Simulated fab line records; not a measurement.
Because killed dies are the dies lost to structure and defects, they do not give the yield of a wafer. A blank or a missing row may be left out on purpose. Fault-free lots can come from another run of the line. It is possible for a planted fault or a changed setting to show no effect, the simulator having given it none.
Matching of chambers | flow n5_finfet | N5_BEOL_M3_CMP_52 on cmp-02: 4 sister chambers
The step polishes, stops on SiOC, t overpolish 6.8 s, target thk 40 nm. 7 wafers are shown with their chamber, then 7 later ones without.

== WAFERS WITH THEIR CHAMBER ==
wafer  | chamber | motor_current_A (A) | head_pressure_psi (psi)
L077.4 | 2       | 6.6                 | 0.9981
L087.4 | 3       | 7.4                 | 1.0048
L088.2 | 0       | 6.7                 | 1.0018
L088.4 | 1       | 6.3                 | 0.9984
L088.5 | 2       | 6.6                 | 0.9991
L094.2 | 0       | 6.4                 | 1.0021
L094.4 | 1       | 6.2                 | 0.9979

== WAFERS WITH NO CHAMBER GIVEN ==
wafer  | motor_current_A (A) | head_pressure_psi (psi)
L094.5 | 6.4                 | 0.9993
L092.1 | 6.6                 | 0.9989
L092.3 | 7.1                 | 1.0049
L092.4 | 6.1                 | 0.9999
L096.1 | 6.2                 | 1.0016
L096.4 | 6.7                 | 1.0038
L096.5 | 7.0                 | 1.0014

== WHICH CHAMBER EACH ONE RAN IN ==
wafer  | from the rows above          | in truth
L094.5 | can't be placed: 2 or 1      | 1
L092.1 | 2                            | 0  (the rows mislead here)
L092.3 | 3                            | 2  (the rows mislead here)
L092.4 | can't be placed: 1 or 2 or 0 | 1
L096.1 | 0                            | 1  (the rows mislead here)
L096.4 | can't be placed: 0 or 3      | 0
L096.5 | 0                            | 0
Correct placement for 1 of the 7. Not placeable from these rows: 3 (in 3, the candidates include the true chamber). Number placed wrongly: 3.
How it was worked out, from the rows above alone: a wafer's distance from a chamber is the root of the sum, over the readings, of the square of ((its reading less the chamber's mean) divided by the reading's scatter). If the next closest chamber is less than 2 further off than the closest, the wafer can't be placed; otherwise it belongs to the closest. For every chamber, the mean is computed from those of its wafers that are shown. The scatter: the root of (the sum of the squares of (reading less its chamber's mean) over the shown wafers, divided by (wafers less chambers)).
